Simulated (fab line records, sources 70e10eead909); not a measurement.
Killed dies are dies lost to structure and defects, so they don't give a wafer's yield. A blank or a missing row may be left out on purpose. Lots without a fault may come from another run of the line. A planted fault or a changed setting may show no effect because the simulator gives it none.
Chamber matching | flow nand_harc | NHARC_A_STAIRCASE_CMP_152 on cmp-01: 3 sister chambers
The step polishes. 6 wafers are shown with their chamber, then 5 later ones without.

WAFERS WITH THEIR CHAMBER
wafer  | chamber | motor_current_A (A)
L271.5 | 2       | 11.3
L274.3 | 2       | 11.4
L274.5 | 1       | 11.2
L274.6 | 0       | 10.2
L276.2 | 0       | 9.7
L276.3 | 1       | 11.5

WAFERS WITHOUT THEIR CHAMBER
wafer  | motor_current_A (A)
L276.4 | 11.5
L278.2 | 11.6
L278.4 | 10.0
L279.2 | 10.6
L279.4 | 9.8

WHICH CHAMBER EACH WENT THROUGH
wafer  | from the rows above          | in truth
L276.4 | can't be placed: 2 or 1      | 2
L278.2 | can't be placed: 2 or 1      | 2
L278.4 | 0                            | 0
L279.2 | can't be placed: 0 or 1 or 2 | 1
L279.4 | 0                            | 0
Placed correctly: 2 of 5. Can't be placed from these rows: 3 (the true chamber is among the candidates in 3). Placed wrongly: 0.
How it was worked out, from the rows above alone: a wafer's distance from a chamber is the root of the sum, over the readings, of the square of ((its reading less the chamber's mean) divided by the reading's scatter). The wafer belongs to the nearest chamber; if the next one is less than 2 further off, it can't be placed. A chamber's mean is the mean of its shown wafers. The scatter: the root of (the sum of the squares of (reading less its chamber's mean) over the shown wafers, divided by (wafers less chambers)).
